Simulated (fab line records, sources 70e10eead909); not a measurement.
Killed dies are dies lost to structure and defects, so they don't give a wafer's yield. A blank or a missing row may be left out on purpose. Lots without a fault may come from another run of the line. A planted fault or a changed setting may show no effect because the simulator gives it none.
Chamber matching | flow nand_harc | NHARC_A_STAIRCASE_DESCUM_11 on rie_diel-07: 4 sister chambers
The step chemistry O2, time 3 s. 4 wafers are shown with their chamber, then 10 later ones without.

WAFERS WITH THEIR CHAMBER
wafer  | chamber | drypump_motor_current_A (A)
L091.2 | 2       | 5.2
L091.3 | 3       | 5.3
L091.4 | 1       | 5.0
L093.5 | 0       | 6.2

WAFERS WITHOUT THEIR CHAMBER
wafer  | drypump_motor_current_A (A)
L093.6 | 5.2
L095.1 | 5.2
L095.3 | 6.2
L095.4 | 5.0
L096.1 | 5.3
L096.3 | 5.2
L096.5 | 5.2
L097.3 | 6.1
L097.4 | 5.0
L097.5 | 6.1

WHICH CHAMBER EACH WENT THROUGH
wafer  | from the rows above | in truth
L093.6 | 2                   | 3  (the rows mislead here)
L095.1 | 2                   | 2
L095.3 | 0                   | 0
L095.4 | 1                   | 1
L096.1 | 3                   | 3
L096.3 | 2                   | 2
L096.5 | 2                   | 2
L097.3 | 0                   | 0
L097.4 | 1                   | 1
L097.5 | 0                   | 0
Placed correctly: 9 of 10. Can't be placed from these rows: 0. Placed wrongly: 1.
How it was worked out, from the rows above alone: a wafer's distance from a chamber is the root of the sum, over the readings, of the square of ((its reading less the chamber's mean) divided by the reading's scatter). The wafer belongs to the nearest chamber; if the next one is less than 2 further off, it can't be placed. A chamber's mean is the mean of its shown wafers. The scatter: with one shown wafer a chamber, the root of the mean of the squares of how far each hidden wafer lies from its nearest shown one.
